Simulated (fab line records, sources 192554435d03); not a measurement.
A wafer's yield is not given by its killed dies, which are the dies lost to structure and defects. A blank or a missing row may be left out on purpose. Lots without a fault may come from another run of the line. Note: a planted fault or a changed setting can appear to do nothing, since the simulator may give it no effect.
fab line records / flow n5-finfet
record lots=3 wafers=9 last-day=17
route steps=1938 shown BEOL_M2@916 BEOL_M3@931 BEOL_M4@1111
lots that met no fault: from a run of the same line without faults
start-h: the number of hours between the record's first day and the start of the first shown wafer of the lot / wait-h: hours elapsed since this lot's preceding step / " identical to the entry in the row above / L1.1+2: several wafers, shown together as one row / - no value present, or no start provided / * or withheld: withheld / < > ~ a bound
route shown NAME@n: names a module that has steps shown in the file, with the first one's number in the route / usual: the fault-free wafers' mean and standard deviation / same: alike in all rows / chamber/n: place in a boat / sites: readings site by site / _std_site: standard deviation of those values / _edge_site: outer sites' mean less inner sites' / radius-mm: for every site, how far away it sits from the centre of the wafer / mask NAME#n: copy n / behind: the most recent tool/chamber to have shaped the wafer / hold: why the lot went on hold/how many hours it stayed there/how the hold came to an end / device: which transistor (n, p or np) failed to switch / end of line: the route-end tests of the same wafers / a step without rows: its recipe alone / killed: dies lost to structure and defects at the first sort, not the wafer's yield / map: per-die view of a wafer (x killed, . not killed, _ where there is no die)
set.NAME: the setting as run; set.NAME@STEP: as run at that earlier step / model.NAME: the simulator's own value behind a step, which no gauge read
lots at selected steps of the route; one table per step, one row per wafer
services: from which hour (start-h, from the record's first day; less than 0 if before it) a tool's chamber was out of use, for how many hours, and why
## steps
# step N5_BEOL_M2_SPUTTER_92
# recipe material=Cu target-thk-a=45 temp-c=-20 chamber-pressure-pa=0.07 power-w=withheld time-s=8.29
# step N5_BEOL_M2_ANNEAL_93
# recipe temp-c=400 time-s=240 ambient=vacuum
# step N5_BEOL_M2_SPUTTER_94
# recipe material=Cu target-thk-a=45 temp-c=-20 chamber-pressure-pa=0.07 power-w=withheld time-s=8.29
# step N5_BEOL_M2_ANNEAL_95
# recipe temp-c=400 time-s=240 ambient=vacuum
# step N5_BEOL_M2_SPUTTER_96
# recipe material=Cu target-thk-a=45 temp-c=-20 chamber-pressure-pa=0.07 power-w=withheld time-s=8.29
# step N5_BEOL_M2_ECD_50
# recipe material=Cu target-thk-a=3000
# step N5_BEOL_M2_ANNEAL_51
# recipe temp-c=225 time-s=90 ambient=N2
# step N5_BEOL_M2_CMP_52
# recipe stop-on=SiOC t-overpolish-s=6.8 down-force-psi=1 platen-rpm=50 clearing-platen-down-force-psi=1.5 clearing-platen-rpm=50 post-cmp-clean=cu-alkaline target-thk-nm=40 clearing-platen-pad-velocity-m-s=0.99484 pad-velocity-m-s=0.99484
# step N5_BEOL_M2_PRE_CLEAN_60
# recipe gas=NH3/H2 time-s=15 temp-c=* rf-power-w=300
# step N5_BEOL_M2_CO_CAP_55
# recipe material=Co target-thk-a=20 temp-c=200 precursor=CCTBA/H2 pressure-torr=30 time-s=102.1
# step N5_BEOL_M2_PRE_CLEAN_56
# recipe gas=NH3 time-s=15 temp-c=withheld rf-power-w=300
# step N5_BEOL_M2_DEP_57
# recipe material=SiCN target-thk-a=80 temp-c=withheld precursor=3MS/NH3 pressure-torr=3 rf-w=202 time-s=14
# usual rf-fwd-power-W=199.6/0.7 showerhead-plenum-p-Torr=3.665/0.016 throttle-valve-pct=9.1/0.44
lot.wafer=L216.2 tool=pecvd-04 chamber=2 start-h=180.42 wait-h=0.0 rf-fwd-power-W=200.0 showerhead-plenum-p-Torr=3.669 throttle-valve-pct=8.4 model.SiCN_of_BEOL_M2_DEP_57.thk-nm=7.8
lot.wafer=L216.3 tool=pecvd-04 chamber=1 start-h=180.42 wait-h=0.0 rf-fwd-power-W=199.1 showerhead-plenum-p-Torr=3.681 throttle-valve-pct=8.8 model.SiCN_of_BEOL_M2_DEP_57.thk-nm=8
lot.wafer=L216.5 tool=pecvd-04 chamber=0 start-h=180.42 wait-h=0.0 rf-fwd-power-W=200.3 showerhead-plenum-p-Torr=3.662 throttle-valve-pct=9.2 model.SiCN_of_BEOL_M2_DEP_57.thk-nm=8.2
lot.wafer=L221.3 tool=pecvd-04 chamber=1 start-h=209.30 wait-h=0.0 rf-fwd-power-W=199.0 showerhead-plenum-p-Torr=3.671 throttle-valve-pct=8.9 model.SiCN_of_BEOL_M2_DEP_57.thk-nm=8
lot.wafer=L221.5 tool=pecvd-04 chamber=1 start-h=209.30 wait-h=0.0 rf-fwd-power-W=198.1 showerhead-plenum-p-Torr=3.676 throttle-valve-pct=9.0 model.SiCN_of_BEOL_M2_DEP_57.thk-nm=8.2
lot.wafer=L221.6 tool=pecvd-04 chamber=0 start-h=209.30 wait-h=0.0 rf-fwd-power-W=- showerhead-plenum-p-Torr=3.673 throttle-valve-pct=9.4 model.SiCN_of_BEOL_M2_DEP_57.thk-nm=2.8
lot.wafer=L232.2 tool=pecvd-02 chamber=1 start-h=283.32 wait-h=0.0 rf-fwd-power-W=200.5 showerhead-plenum-p-Torr=3.650 throttle-valve-pct=9.6 model.SiCN_of_BEOL_M2_DEP_57.thk-nm=8
lot.wafer=L232.3 tool=pecvd-02 chamber=2 start-h=283.32 wait-h=0.0 rf-fwd-power-W=199.3 showerhead-plenum-p-Torr=3.641 throttle-valve-pct=8.2 model.SiCN_of_BEOL_M2_DEP_57.thk-nm=8.2
lot.wafer=L232.6 tool=pecvd-02 chamber=2 start-h=283.32 wait-h=0.0 rf-fwd-power-W=199.4 showerhead-plenum-p-Torr=3.634 throttle-valve-pct=8.1 model.SiCN_of_BEOL_M2_DEP_57.thk-nm=8.2
# step N5_BEOL_M3_ILD_DEP_00
# recipe material=SiOC target-thk-a=790 temp-c=350 precursor=DEMS/O2 pressure-torr=5 rf-w=500 time-s=15.3
# step N5_BEOL_M3_PECVD_72
# recipe material=SiO2 target-thk-a=160 temp-c=400 precursor=TEOS/O2 pressure-torr=5.5 rf-w=450 teos-flow-sccm=53.8 gas=O2 flow-sccm=3000 time-s=18
# step N5_BEOL_M3_HM_DEP_02
# recipe material=TiN target-thk-a=200 temp-c=25 chamber-pressure-pa=0.49996
# step N5_BEOL_M3_COAT_61
# recipe resist=SOC temp-c=250 time-s=60 spin-rpm=1500 resist-thk-nm=60
# step N5_BEOL_M3_COAT_62
# recipe resist=SiARC temp-c=220 time-s=60 spin-rpm=1500 resist-thk-nm=12
# step N5_BEOL_M3_COAT_73
# recipe resist=underlayer temp-c=205 time-s=60 spin-rpm=1500 resist-thk-nm=5
# step N5_BEOL_M3_COAT_05
# recipe resist=CAR-EUV spin-rpm=1500 resist-thk-nm=30
# step N5_BEOL_M3_EBR_07
# recipe solvent=PGMEA ebr-width-mm=1.5
# step N5_BEOL_M3_SOFTBAKE_06
# recipe temp-c=110 time-s=60 resist=CAR-EUV
# step N5_BEOL_M3_EXPOSE_08
# recipe mask-id=M3 na=0.33 source-shape=dipole sigma-inner=0.369 sigma-outer=0.767 polarization=unpolarized dose-mj=33
# step N5_BEOL_M3_PEB_09
# recipe peb-temp-c=100 peb-time-s=60 resist=CAR-EUV
# step N5_BEOL_M3_DEVELOP_10
# recipe develop-time-s=30 developer=TMAH resist=CAR-EUV rinse-liquid=surfactant-rinse dry=air-spin dev-temp-c=23
# step N5_BEOL_M3_DESCUM_16
# recipe chemistry=O2 time-s=7 source-power-w=50 bias-power-w=20 pressure-mtorr=20 rf-frequency-hz=2.712e+07 temp-c=40 resist=CAR-EUV o2-flow-sccm=225
# step N5_BEOL_M3_ETCH_74
# recipe chemistry=N2/H2 target=underlayer target-depth-a=65 mask-material=CAR-EUV time-s=5.2 ion-energy-ev=200 pressure-mtorr=30 source-w=840 bias-w=150 n2-flow-sccm=200 h2-flow-sccm=200 ends=cleared
# step N5_BEOL_M3_ETCH_63
# recipe chemistry=CF4 target=SiARC target-depth-a=156 mask-material=CAR-EUV time-s=26 ion-energy-ev=80 pressure-mtorr=40 source-w=545 bias-w=36 Ar_flow_sccm=100 cf4-flow-sccm=100 ends=cleared
# step N5_BEOL_M3_ETCH_64
# recipe chemistry=N2/H2 target=SOC target-depth-a=750 overetch-a=150 mask-material=SiARC temp-c=40 time-s=112.5 ion-energy-ev=200 pressure-mtorr=30 source-w=840 bias-w=150 n2-flow-sccm=200 h2-flow-sccm=200
# step N5_BEOL_M3_STRIP_65
# recipe chemistry=N2/H2 temp-c=40 n2-flow-sccm=200 h2-flow-sccm=200 rf-frequency-hz=6e+07
# step N5_BEOL_M3_STRIP_75
# recipe chemistry=N2/H2 temp-c=40 n2-flow-sccm=200 h2-flow-sccm=200 rf-frequency-hz=6e+07
# step N5_BEOL_M3_STRIP_66
# recipe chemistry=CF4 resist=SiARC power-w=300 bias-power-w=75 pressure-mtorr=50 cf4-flow-sccm=150 rf-frequency-hz=6e+07
# step N5_BEOL_M3_HM_OPEN_17
# recipe chemistry=Cl2/BCl3 target-depth-a=200 overetch-a=60 target=TiN mask-material=SOC ion-energy-ev=150 pressure-mtorr=10 icp-w=1000 bias-w=126 Cl2_flow_sccm=53.25 bcl3-flow-sccm=21.75 Ar_flow_sccm=25
# step N5_BEOL_M3_STRIP_19
# recipe chemistry=O2 power-w=400 temp-c=40 pressure-mtorr=30 rf-frequency-hz=6e+07 bias-power-w=0 overash-fraction=0.2 o2-flow-sccm=225
# step N5_BEOL_M3_COAT_67
# recipe resist=SOC temp-c=250 time-s=60 spin-rpm=1500 resist-thk-nm=60
# step N5_BEOL_M3_CMP_52
# recipe stop-on=SiOC t-overpolish-s=6.8 down-force-psi=1 platen-rpm=50 clearing-platen-down-force-psi=1.5 clearing-platen-rpm=50 post-cmp-clean=cu-alkaline target-thk-nm=40 clearing-platen-pad-velocity-m-s=0.99484 pad-velocity-m-s=0.99484
# usual barrier-field-endpoint-s=24.7/0.52 clearing-platen-down-force-psi=1.5001/0.0027 clearing-platen-rpm=49.998/0.024 motor-current-A=6.1/0.65 overpolish-run-s=6.800/0.0085 slurry-flow-ml-min=150.0/0.46 time-to-endpoint-s=61.5/2.1
lot.wafer=L216.3 tool=cmp-04 chamber=1 start-h=193.12 wait-h=0.2 barrier-field-endpoint-s=24.5 clearing-platen-down-force-psi=1.5022 clearing-platen-rpm=49.981 motor-current-A=7.5 overpolish-run-s=6.789 slurry-flow-ml-min=150.5 time-to-endpoint-s=62.5 model.Cu_of_BEOL_M3_ECD_50.thk-nm=39
lot.wafer=L216.2 tool=cmp-04 chamber=0 start-h=193.12 wait-h=0.2 barrier-field-endpoint-s=24.9 clearing-platen-down-force-psi=1.5030 clearing-platen-rpm=50.001 motor-current-A=6.4 overpolish-run-s=6.787 slurry-flow-ml-min=149.9 time-to-endpoint-s=62.4 model.Cu_of_BEOL_M3_ECD_50.thk-nm=40.8
lot.wafer=L216.5 tool=cmp-04 chamber=2 start-h=193.12 wait-h=0.2 barrier-field-endpoint-s=25.4 clearing-platen-down-force-psi=1.4986 clearing-platen-rpm=50.022 motor-current-A=6.8 overpolish-run-s=6.798 slurry-flow-ml-min=149.9 time-to-endpoint-s=65.9 model.Cu_of_BEOL_M3_ECD_50.thk-nm=41.4
lot.wafer=L221.3 tool=cmp-01 chamber=1 start-h=226.26 wait-h=0.2 barrier-field-endpoint-s=24.0 clearing-platen-down-force-psi=1.5011 clearing-platen-rpm=50.050 motor-current-A=6.0 overpolish-run-s=6.803 slurry-flow-ml-min=149.6 time-to-endpoint-s=60.9 model.Cu_of_BEOL_M3_ECD_50.thk-nm=41.8
lot.wafer=L221.5 tool=cmp-01 chamber=1 start-h=226.26 wait-h=0.2 barrier-field-endpoint-s=24.7 clearing-platen-down-force-psi=1.4964 clearing-platen-rpm=49.990 motor-current-A=5.8 overpolish-run-s=6.787 slurry-flow-ml-min=149.7 time-to-endpoint-s=60.7 model.Cu_of_BEOL_M3_ECD_50.thk-nm=42.2
lot.wafer=L221.6 tool=cmp-01 chamber=2 start-h=226.26 wait-h=0.2 barrier-field-endpoint-s=24.1 clearing-platen-down-force-psi=1.5000 clearing-platen-rpm=49.991 motor-current-A=5.3 overpolish-run-s=6.804 slurry-flow-ml-min=149.6 time-to-endpoint-s=58.1 model.Cu_of_BEOL_M3_ECD_50.thk-nm=37.4
lot.wafer=L232.3 tool=cmp-02 chamber=3 start-h=293.53 wait-h=0.2 barrier-field-endpoint-s=23.8 clearing-platen-down-force-psi=1.5015 clearing-platen-rpm=50.034 motor-current-A=6.3 overpolish-run-s=6.810 slurry-flow-ml-min=150.5 time-to-endpoint-s=59.2 model.Cu_of_BEOL_M3_ECD_50.thk-nm=39.4
lot.wafer=L232.2 tool=cmp-02 chamber=0 start-h=293.53 wait-h=0.2 barrier-field-endpoint-s=23.9 clearing-platen-down-force-psi=1.5014 clearing-platen-rpm=49.979 motor-current-A=5.7 overpolish-run-s=6.800 slurry-flow-ml-min=149.6 time-to-endpoint-s=55.7 model.Cu_of_BEOL_M3_ECD_50.thk-nm=38.4
lot.wafer=L232.6 tool=cmp-02 chamber=0 start-h=293.53 wait-h=0.2 barrier-field-endpoint-s=24.7 clearing-platen-down-force-psi=1.5007 clearing-platen-rpm=50.011 motor-current-A=6.1 overpolish-run-s=6.802 slurry-flow-ml-min=149.6 time-to-endpoint-s=59.6 model.Cu_of_BEOL_M3_ECD_50.thk-nm=40.6
# step N5_BEOL_M4_RC_MEAS_101
# usual DIBL_N=36.3/1 DIBL_P=36.2/1.4 IOFF_N=0.157/0.021 IOFF_P=0.206/0.025 ION_N=673/9 ION_P=461/6.4 SS_N=71.5/0.5 SS_P=73.2/0.47 VT_N=249.9/2.4 VT_P=-250.6/2.9
lot.wafer=L216.2 tool=prober-01 chamber=0 start-h=205.92 wait-h=0.2 DIBL_N[mV/V]=35.4 DIBL_P[mV/V]=36.7 IOFF_N[nA/um]=0.171 IOFF_P[nA/um]=0.242 ION_N[uA/um]=685 ION_P[uA/um]=475 SS_N[mV/dec]=71.3 SS_P[mV/dec]=73.3 VT_N[mV]=246.4 VT_P[mV]=-247.5
lot.wafer=L216.3 tool=prober-01 chamber=0 start-h=205.92 wait-h=0.2 DIBL_N[mV/V]=35.2 DIBL_P[mV/V]=36.4 IOFF_N[nA/um]=0.175 IOFF_P[nA/um]=0.233 ION_N[uA/um]=681 ION_P[uA/um]=466 SS_N[mV/dec]=71.3 SS_P[mV/dec]=73.0 VT_N[mV]=248.7 VT_P[mV]=-247.1
lot.wafer=L216.5 tool=prober-01 chamber=0 start-h=205.92 wait-h=0.2 DIBL_N[mV/V]=36.5 DIBL_P[mV/V]=37.6 IOFF_N[nA/um]=0.194 IOFF_P[nA/um]=0.253 ION_N[uA/um]=675 ION_P[uA/um]=463 SS_N[mV/dec]=73.0 SS_P[mV/dec]=73.9 VT_N[mV]=245.6 VT_P[mV]=-245.2
lot.wafer=L221.3 tool=prober-02 chamber=0 start-h=237.44 wait-h=0.3 DIBL_N[mV/V]=38.8 DIBL_P[mV/V]=39.5 IOFF_N[nA/um]=0.204 IOFF_P[nA/um]=0.247 ION_N[uA/um]=677 ION_P[uA/um]=460 SS_N[mV/dec]=72.6 SS_P[mV/dec]=74.1 VT_N[mV]=248.8 VT_P[mV]=-250.0
lot.wafer=L221.5 tool=prober-02 chamber=0 start-h=237.44 wait-h=0.3 DIBL_N[mV/V]=36.2 DIBL_P[mV/V]=36.4 IOFF_N[nA/um]=0.145 IOFF_P[nA/um]=0.191 ION_N[uA/um]=665 ION_P[uA/um]=457 SS_N[mV/dec]=72.5 SS_P[mV/dec]=73.2 VT_N[mV]=256.0 VT_P[mV]=-251.6
lot.wafer=L221.6 tool=prober-02 chamber=0 start-h=237.44 wait-h=0.3 DIBL_N[mV/V]=36.1 DIBL_P[mV/V]=36.1 IOFF_N[nA/um]=0.147 IOFF_P[nA/um]=0.190 ION_N[uA/um]=677 ION_P[uA/um]=464 SS_N[mV/dec]=72.6 SS_P[mV/dec]=72.7 VT_N[mV]=251.3 VT_P[mV]=-252.7
lot.wafer=L232.2 tool=prober-02 chamber=0 start-h=306.72 wait-h=0.2 DIBL_N[mV/V]=35.5 DIBL_P[mV/V]=37.7 IOFF_N[nA/um]=0.165 IOFF_P[nA/um]=0.194 ION_N[uA/um]=679 ION_P[uA/um]=464 SS_N[mV/dec]=71.2 SS_P[mV/dec]=73.0 VT_N[mV]=245.6 VT_P[mV]=-249.8
lot.wafer=L232.3 tool=prober-02 chamber=0 start-h=306.72 wait-h=0.2 DIBL_N[mV/V]=37.6 DIBL_P[mV/V]=40.5 IOFF_N[nA/um]=0.204 IOFF_P[nA/um]=0.238 ION_N[uA/um]=683 ION_P[uA/um]=466 SS_N[mV/dec]=72.0 SS_P[mV/dec]=74.0 VT_N[mV]=246.8 VT_P[mV]=-250.4
lot.wafer=L232.6 tool=prober-02 chamber=0 start-h=306.72 wait-h=0.2 DIBL_N[mV/V]=36.9 DIBL_P[mV/V]=40.0 IOFF_N[nA/um]=0.204 IOFF_P[nA/um]=0.231 ION_N[uA/um]=686 ION_P[uA/um]=463 SS_N[mV/dec]=71.8 SS_P[mV/dec]=74.2 VT_N[mV]=245.4 VT_P[mV]=-250.8
## services
tool=cmp-01 chamber=- start-h=158.85 hours=1.4 kind=repair
tool=cmp-02 chamber=- start-h=162.41 hours=1.0 kind=repair
tool=pecvd-02 chamber=- start-h=184.46 hours=1.2 kind=repair
tool=cmp-04 chamber=- start-h=186.11 hours=2.3 kind=repair
tool=pecvd-04 chamber=- start-h=197.88 hours=0.6 kind=repair
tool=pecvd-02 chamber=2 start-h=202.38 hours=- kind=clean
tool=pecvd-02 chamber=2 start-h=202.38 hours=- kind=consumable-replace:showerhead
tool=pecvd-02 chamber=2 start-h=202.38 hours=29.0 kind=scheduled-down
tool=pecvd-02 chamber=2 start-h=202.38 hours=29.0 kind=vent-cycle
tool=pecvd-04 chamber=1 start-h=226.33 hours=5.5 kind=scheduled-down
tool=cmp-02 chamber=- start-h=238.64 hours=4.0 kind=pm
tool=cmp-02 chamber=- start-h=242.64 hours=- kind=consumable-replace:conditioner
tool=cmp-02 chamber=- start-h=242.64 hours=- kind=consumable-replace:pad
tool=pecvd-02 chamber=2 start-h=256.98 hours=2.1 kind=scheduled-down
tool=cmp-04 chamber=- start-h=265.89 hours=4.0 kind=pm
tool=cmp-04 chamber=- start-h=269.89 hours=- kind=consumable-replace:conditioner
tool=cmp-04 chamber=- start-h=269.89 hours=- kind=consumable-replace:pad
tool=cmp-04 chamber=- start-h=288.90 hours=1.0 kind=repair
## key
first-sign none at tools or gauges
model-effect step=N5_BEOL_M2_DEP_57 value=SiCN_of_BEOL_M2_DEP_57.thk-nm without=8 struck=2.8
model-effect step=N5_BEOL_M3_CMP_52 value=Cu_of_BEOL_M3_ECD_50.thk-nm without=42.6 struck=37.4
met-at N5_BEOL_M2_DEP_57
struck-wafers L221.6
onset-between 180.42 209.30
fault kind=process-parameter-drift tool=pecvd-04 chamber=- onset-h=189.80 steps=N5_BEOL_M2_DEP_57 channel=time-s offset=* shape=step end-h=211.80 scope=struck-wafers-only acts-in=* stated=*
